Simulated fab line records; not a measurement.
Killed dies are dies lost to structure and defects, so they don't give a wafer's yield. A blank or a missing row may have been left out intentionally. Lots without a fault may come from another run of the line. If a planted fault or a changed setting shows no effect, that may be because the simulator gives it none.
Matching of chambers    flow nand_harc    NHARC_A_SLIT_ETCH_29 on rie_diel-13: 4 sister chambers
The step etches the open film in CF4/O2, target depth 100 nm, overetch 10 nm, time 55 s. 8 wafers are shown with their chamber, then 7 later ones without.

== EACH WAFER AND ITS CHAMBER ==
wafer   chamber  drypump_motor_current_A (A)  rf_vpp_V (V)
L075.1  1        5.5                          198.2
L077.2  3        5.1                          198.1
L077.6  3        5.1                          197.0
L078.5  2        5.5                          199.3
L082.4  1        5.4                          197.5
L082.5  0        6.2                          195.0
L084.2  0        6.1                          196.8
L084.3  2        5.5                          199.1

== WAFERS WHOSE CHAMBER IS MISSING ==
wafer   drypump_motor_current_A (A)  rf_vpp_V (V)
L084.6  6.2                          197.7
L089.3  5.1                          197.0
L089.4  5.1                          197.0
L089.5  6.1                          197.2
L095.2  5.1                          197.0
L095.5  5.5                          200.2
L095.6  6.1                          195.4

== THE CHAMBER EACH PASSED THROUGH ==
wafer   from the rows above      in truth
L084.6  0                        0
L089.3  3                        3
L089.4  3                        3
L089.5  0                        0
L095.2  3                        3
L095.5  can't be placed: 2 or 1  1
L095.6  0                        0
Correct placement for 6 of the 7. These rows do not allow placing 1 (true chamber among the candidates in 1). Wrongly placed: 0.
How it was worked out, from the rows above alone: a wafer's distance from a chamber is the root of the sum, over the readings, of the square of ((its reading less the chamber's mean) divided by the reading's scatter). The wafer belongs to the nearest chamber; if the next one is less than 2 further off, it can't be placed. Each chamber's mean is taken over the wafers shown for it. The scatter: take each reading less its chamber's mean, square it, sum over the shown wafers, divide by the number of wafers less the number of chambers, and take the root.
